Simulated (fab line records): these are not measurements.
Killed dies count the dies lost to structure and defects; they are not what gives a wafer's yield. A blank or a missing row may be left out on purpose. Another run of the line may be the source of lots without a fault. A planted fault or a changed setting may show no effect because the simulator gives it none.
fab line records	flow n5_finfet	part 2 of 2: steps 4 to 6 of 6
record lots=24	wafers=72	last_day=18
route steps=1938 shown BEOL_M5@1137
lots that met no fault: from a run of the same line without faults
start_h: hours from the record's opening day to when the first of the lot's shown wafers began	wait_h: hours since the lot's step before	" identical to the entry in the row above	L1.1+2: a row that stands for several wafers	- no value, or no start given	* or withheld: withheld	< > ~ a bound
route shown NAME@n: NAME is a module with steps in the file, n the number in the route of the first one	usual: mean/standard deviation of fault-free wafers	same: alike in all rows	chamber/n: place in a boat	sites: the reading at each site	_std_site: standard deviation of those values	_edge_site: outer sites' mean less inner sites'	radius_mm: how far each site lies from the wafer's centre	mask NAME#n: copy n	behind: the most recent tool/chamber to have shaped the wafer	hold: why the lot went on hold/how many hours it stayed there/how the hold came to an end	device: names the non-switching transistor (n, p or np)	end of line: the route-end tests of the same wafers	a step without rows: its recipe alone	killed: count of dies lost to structure and defects at first sort (not the wafer's yield)	map: shows each die of a wafer: x if killed, . if not, _ if none is there
set.NAME: the setting that was run; set.NAME@STEP: the one run at that earlier step	model.NAME: the simulator's own value behind a step, which no gauge read
route steps across a sampled set of lots; one table per step, one row per wafer
services: from which hour (start_h, from the record's first day; less than 0 if before it) a tool's chamber was out of use, for how many hours, and why
## steps
# step N5_BEOL_M5_CMP_52
# recipe stop_on=SiCOH_lowk	t_overpolish_s=6.9	down_force_psi=1	platen_rpm=50	clearing_platen_down_force_psi=1.5	clearing_platen_rpm=50	post_cmp_clean=cu_alkaline	target_thk_nm=62	clearing_platen_pad_velocity_m_s=0.99484	pad_velocity_m_s=0.99484
# usual barrier_field_endpoint_s=24.6/0.66	edge_zone_pressure_frac=1.001/0.0049	head_pressure_psi=0.9997/0.0021	motor_current_A=6.0/0.68	overpolish_run_s=6.900/0.0091	time_to_endpoint_s=63/3.4
lot.wafer	tool	chamber	start_h	wait_h	barrier_field_endpoint_s	edge_zone_pressure_frac	head_pressure_psi	motor_current_A	overpolish_run_s	time_to_endpoint_s
L074.1	cmp-02	2	175.10	0.3	23.8	1.006	1.0025	6.6	6.887	60
L074.6	"	0	"	"	24.8	1.004	0.9978	5.6	6.883	66
L074.5	"	1	"	"	24.4	1.000	0.9975	6.4	6.912	60
L075.4	cmp-04	2	180.93	0.1	25.3	0.997	0.9966	6.5	6.892	63
L075.3	"	1	"	"	25.0	0.997	1.0022	7.3	6.887	63
L075.6	"	2	"	"	25.1	0.990	0.9977	6.4	6.905	63
L076.1	cmp-04	2	194.62	0.3	24.5	0.989	1.0000	6.4	6.897	66
L076.3	"	1	"	"	25.2	1.006	0.9969	6.8	6.891	68
L076.5	"	2	"	"	24.7	0.999	1.0033	6.4	6.893	63
L077.4	cmp-04	3	199.52	0.1	24.2	1.003	1.0008	5.6	6.894	62
L077.1	"	1	"	"	24.0	0.996	1.0031	7.2	6.893	66
L077.5	"	0	"	"	23.6	0.998	0.9982	5.7	6.898	59
L078.3	cmp-03	0	199.66	0.2	24.4	0.994	1.0005	5.7	6.907	65
L078.1	"	2	"	"	23.8	0.999	0.9997	7.6	6.880	58
L078.5	"	3	"	"	24.6	1.004	0.9975	5.0	6.890	63
L079.2	cmp-02	0	206.07	0.2	26.3	0.998	1.0009	5.5	6.898	71
L079.3	"	2	"	"	24.0	1.000	0.9970	6.7	6.895	61
L079.6	"	3	"	"	24.7	1.000	1.0031	5.4	6.901	60
L080.3	cmp-04	2	226.72	0.3	24.7	0.996	0.9984	6.3	6.905	67
L080.6	"	3	"	"	24.3	1.007	1.0017	5.7	6.896	63
L080.5	"	0	"	"	23.9	0.998	0.9990	5.6	6.907	64
L081.1	cmp-04	0	234.68	0.3	24.4	0.997	0.9982	5.7	6.908	63
L081.3	"	1	"	"	25.8	1.002	1.0002	6.8	6.901	67
L081.6	"	3	"	"	24.9	1.002	1.0008	5.7	6.910	66
L083.2	cmp-04	0	237.10	0.3	24.4	0.996	0.9983	5.5	6.903	61
L083.3	"	1	"	"	25.6	1.006	0.9980	7.2	6.897	68
L083.1	"	3	"	"	25.0	0.992	0.9975	5.3	6.906	65
L082.4	cmp-02	1	248.34	0.2	23.7	0.999	0.9980	6.4	6.911	56
L082.1	"	3	"	"	23.5	0.994	1.0008	5.9	6.888	57
L082.5	"	0	"	"	24.9	0.996	1.0021	5.4	6.912	65
L085.3	cmp-02	1	263.65	0.2	23.6	1.000	1.0011	6.6	6.893	57
L085.1	"	2	"	"	24.5	1.007	0.9989	6.8	6.920	61
L085.6	"	3	"	"	24.6	1.002	0.9991	5.5	6.899	62
L084.2	cmp-03	1	266.59	0.3	24.6	0.998	0.9984	5.5	6.899	64
L084.4	"	2	"	"	23.8	1.003	0.9979	7.4	6.915	60
L084.5	"	3	"	"	24.5	0.992	0.9994	5.2	6.892	62
L086.1	cmp-03	0	269.77	0.3	24.2	1.006	1.0001	5.8	6.893	66
L086.3	"	2	"	"	23.7	0.999	1.0004	7.6	6.914	58
L086.4	"	3	"	"	24.1	0.995	0.9982	5.2	6.907	63
L089.3	cmp-03	2	272.13	0.2	23.8	1.000	1.0012	8.0	6.919	60
L089.2	"	1	"	"	23.9	1.003	1.0020	5.6	6.905	59
L089.5	"	3	"	"	25.1	0.999	1.0003	5.2	6.898	64
L087.1	cmp-02	2	273.92	0.3	24.5	0.996	1.0035	6.4	6.896	61
L087.2	"	3	"	"	24.3	1.001	0.9980	5.5	6.898	61
L087.5	"	1	"	"	24.4	0.998	0.9987	6.2	6.880	59
L088.3	cmp-04	2	274.39	0.2	24.5	1.010	0.9996	6.6	6.915	65
L088.4	"	3	"	"	25.8	1.002	0.9998	5.7	6.890	64
L088.5	"	1	"	"	25.0	0.998	0.9980	7.2	6.895	65
L090.2	cmp-02	1	278.70	0.2	23.7	1.005	0.9972	6.2	6.898	59
L090.6	"	0	"	"	24.7	1.007	0.9994	5.4	6.902	63
L090.5	"	1	"	"	23.5	1.010	1.0000	6.7	6.888	59
L091.2	cmp-03	1	297.20	0.3	24.4	0.998	1.0024	5.6	6.897	66
L091.5	"	3	"	"	24.4	1.009	1.0009	5.3	6.906	67
L091.6	"	0	"	"	25.8	1.001	0.9995	5.8	6.907	72
L092.1	cmp-04	1	298.32	0.3	25.2	0.995	0.9985	6.7	6.906	66
L092.2	"	2	"	"	24.4	0.998	0.9996	6.3	6.906	65
L092.5	"	0	"	"	23.7	1.005	0.9992	5.9	6.895	59
L093.4	cmp-02	2	302.87	0.3	24.3	1.002	1.0035	6.5	6.894	59
L093.3	"	3	"	"	23.2	1.006	1.0000	5.7	6.891	57
L093.6	"	0	"	"	24.3	1.006	1.0017	5.3	6.890	64
L094.4	cmp-04	3	322.85	0.1	25.5	1.002	0.9966	5.8	6.922	63
L094.3	"	0	"	"	24.0	0.998	0.9993	5.4	6.896	60
L094.5	"	0	"	"	24.1	0.992	0.9993	5.6	6.910	60
L095.1	cmp-02	0	323.86	0.3	26.2	1.000	0.9974	5.6	6.907	71
L095.4	"	2	"	"	25.3	0.999	0.9971	6.5	6.895	64
L095.6	"	1	"	"	23.9	1.016	0.9982	6.1	6.894	63
L096.4	cmp-02	2	326.33	0.1	24.9	0.996	0.9983	6.4	6.904	65
L096.3	"	0	"	"	25.4	1.007	1.0021	5.4	6.882	69
L096.2	"	1	"	"	24.5	1.004	0.9993	6.5	6.892	63
L097.3	cmp-03	1	332.50	0.2	24.4	1.001	0.9939	5.8	6.895	63
L097.1	"	3	"	"	25.1	1.001	1.0017	5.2	6.911	65
L097.6	"	2	"	"	24.5	1.011	0.9979	7.9	6.904	61
# step N5_BEOL_M5_CO_CAP_78
# recipe material=Co	target_thk_a=20	temp_c=200	precursor=CCTBA/H2	pressure_torr=30	time_s=102.1
# usual heater_power_w=239/28
lot.wafer	tool	chamber	start_h	wait_h	heater_power_w	since_wet_clean_h
L074.1	cvd_co-01	2	175.40	0.0	257	247
L074.5	"	2	"	"	257	-
L074.6	"	1	"	"	293	-
L075.3	cvd_co-02	1	181.32	0.0	214	45
L075.4	"	1	"	"	229	-
L075.6	"	2	"	"	222	-
L076.1	cvd_co-01	1	194.99	0.0	302	1174
L076.3	"	2	"	"	263	267
L076.5	"	0	"	"	243	-
L077.1	cvd_co-02	1	199.89	0.0	229	63
L077.4	"	2	"	"	222	-
L077.5	"	1	"	"	230	-
L078.1	cvd_co-01	0	199.99	0.0	241	741
L078.3	"	1	"	"	292	1179
L078.5	"	1	"	"	302	-
L079.2	cvd_co-02	1	206.41	0.0	222	70
L079.3	"	0	"	"	211	966
L079.6	"	0	"	"	222	-
L080.3	cvd_co-01	2	226.98	0.0	257	299
L080.5	"	1	"	"	306	-
L080.6	"	0	"	"	239	-
L081.1	cvd_co-02	0	235.01	0.0	214	995
L081.3	"	1	"	"	224	98
L081.6	"	2	"	"	219	-
L083.1	cvd_co-02	2	237.47	0.0	222	538
L083.2	"	0	"	"	217	997
L083.3	"	1	"	"	226	101
L082.1	cvd_co-01	2	248.67	0.0	265	321
L082.4	"	2	"	"	264	-
L082.5	"	1	"	"	301	-
L085.1	cvd_co-02	0	263.95	0.0	215	1024
L085.3	"	2	"	"	216	565
L085.6	"	2	"	"	223	-
L084.2	cvd_co-02	1	266.91	0.0	227	130
L084.4	"	1	"	"	231	-
L084.5	"	0	"	"	216	-
L086.1	cvd_co-01	0	270.14	0.0	237	811
L086.3	"	1	"	"	295	1249
L086.4	"	0	"	"	236	-
L089.2	cvd_co-02	0	272.50	0.0	213	1033
L089.3	"	1	"	"	228	136
L089.5	"	0	"	"	216	-
L087.1	cvd_co-02	2	274.25	0.0	220	575
L087.2	"	0	"	"	216	1034
L087.5	"	1	"	"	224	-
L088.3	cvd_co-02	1	274.68	0.0	230	138
L088.4	"	1	"	"	221	-
L088.5	"	0	"	"	209	-
L090.2	cvd_co-02	0	279.04	0.0	215	1039
L090.5	"	1	"	"	226	-
L090.6	"	0	"	"	213	-
L091.2	cvd_co-01	0	297.50	0.0	241	839
L091.5	"	0	"	"	241	-
L091.6	"	1	"	"	287	-
L092.1	cvd_co-01	2	298.62	0.0	261	371
L092.2	"	0	"	"	244	840
L092.5	"	2	"	"	266	-
L093.3	cvd_co-01	0	303.17	0.0	237	845
L093.4	"	2	"	"	262	-
L093.6	"	0	"	"	242	-
L094.3	cvd_co-02	2	323.22	0.0	221	624
L094.4	"	0	"	"	213	-
L094.5	"	2	"	"	219	-
L095.1	cvd_co-01	0	324.24	0.0	245	866
L095.4	"	2	"	"	258	-
L095.6	"	1	"	"	293	-
L096.2	cvd_co-02	1	326.92	0.0	230	190
L096.3	"	0	"	"	216	1087
L096.4	"	2	"	"	221	-
L097.1	cvd_co-02	0	332.92	0.0	209	1093
L097.3	"	1	"	"	225	196
L097.6	"	1	"	"	225	-
# step N5_BEOL_M5_INSPECT_58
# recipe inspect_instrument=darkfield	mode=post_dep
# usual raw_defect_count=72/24
lot.wafer	tool	chamber	start_h	wait_h	raw_defect_count
L074.1	defect_inspect-02	-	175.61	0.0	45
L074.5	"	-	"	"	48
L074.6	"	-	"	"	55
L075.3	defect_inspect-01	-	181.53	0.0	133
L075.4	"	-	"	"	130
L075.6	"	-	"	"	129
L076.1	defect_inspect-02	-	195.20	0.0	46
L076.3	"	-	"	"	72
L076.5	"	-	"	"	68
L077.1	defect_inspect-01	-	200.10	0.0	79
L077.4	"	-	"	"	84
L077.5	"	-	"	"	54
L078.1	defect_inspect-02	-	200.20	0.0	79
L078.3	"	-	"	"	78
L078.5	"	-	"	"	61
L079.2	defect_inspect-02	-	206.65	0.0	63
L079.3	"	-	"	"	52
L079.6	"	-	"	"	70
L080.3	defect_inspect-01	-	227.19	0.0	58
L080.5	"	-	"	"	53
L080.6	"	-	"	"	76
L081.1	defect_inspect-01	-	235.25	0.0	145
L081.3	"	-	"	"	57
L081.6	"	-	"	"	65
L083.1	defect_inspect-02	-	237.68	0.0	57
L083.2	"	-	"	"	32
L083.3	"	-	"	"	40
L082.1	defect_inspect-01	-	248.88	0.0	61
L082.4	"	-	"	"	62
L082.5	"	-	"	"	103
L085.1	defect_inspect-01	-	264.16	0.0	68
L085.3	"	-	"	"	79
L085.6	"	-	"	"	83
L084.2	defect_inspect-02	-	267.12	0.0	113
L084.4	"	-	"	"	70
L084.5	"	-	"	"	72
L086.1	defect_inspect-02	-	270.35	0.0	56
L086.3	"	-	"	"	72
L086.4	"	-	"	"	50
L089.2	defect_inspect-01	-	272.71	0.0	71
L089.3	"	-	"	"	59
L089.5	"	-	"	"	69
L087.1	defect_inspect-02	-	274.46	0.0	94
L087.2	"	-	"	"	99
L087.5	"	-	"	"	65
L088.3	defect_inspect-01	-	274.89	0.0	45
L088.4	"	-	"	"	77
L088.5	"	-	"	"	104
L090.2	defect_inspect-01	-	279.25	0.0	64
L090.5	"	-	"	"	63
L090.6	"	-	"	"	51
L091.2	defect_inspect-02	-	297.71	0.0	73
L091.5	"	-	"	"	58
L091.6	"	-	"	"	66
L092.1	defect_inspect-02	-	298.84	0.0	61
L092.2	"	-	"	"	66
L092.5	"	-	"	"	76
L093.3	defect_inspect-01	-	303.41	0.0	61
L093.4	"	-	"	"	87
L093.6	"	-	"	"	37
L094.3	defect_inspect-02	-	323.46	0.0	45
L094.4	"	-	"	"	66
L094.5	"	-	"	"	101
L095.1	defect_inspect-01	-	324.47	0.0	95
L095.4	"	-	"	"	73
L095.6	"	-	"	"	77
L096.2	defect_inspect-02	-	327.13	0.0	70
L096.3	"	-	"	"	39
L096.4	"	-	"	"	72
L097.1	defect_inspect-01	-	333.13	0.0	80
L097.3	"	-	"	"	65
L097.6	"	-	"	"	62
## services
tool	chamber	start_h	hours	kind
cmp-03	-	149.96	3.7	repair
cmp-02	-	154.38	4.4	repair
cvd_co-01	-	163.02	0.8	repair
cmp-03	-	169.69	6.0	pm
rie_diel-06	3	176.37	19.3	repair
cmp-03	-	197.42	0.9	repair
cmp-04	-	214.51	0.7	repair
rie_diel-04	0	222.79	11.3	repair
cmp-02	-	225.93	1.8	repair
rie_diel-04	2	228.08	2.4	repair
cmp-02	-	229.14	4.0	pm
rie_diel-02	0	234.65	-	clean
rie_diel-02	0	234.65	-	consumable_replace:focus_ring
cmp-02	-	275.01	1.8	repair
cmp-04	-	280.88	4.0	pm
cmp-03	-	289.89	0.8	repair
cmp-02	-	294.31	4.3	repair
rie_diel-06	2	299.45	8.1	repair
cvd_co-02	-	302.30	0.5	repair
cvd_co-01	-	305.44	6.9	pm
cmp-04	-	307.64	0.8	repair
cmp-03	-	312.48	0.7	repair
cmp-03	-	315.57	5.6	repair
cmp-04	-	317.39	1.4	repair
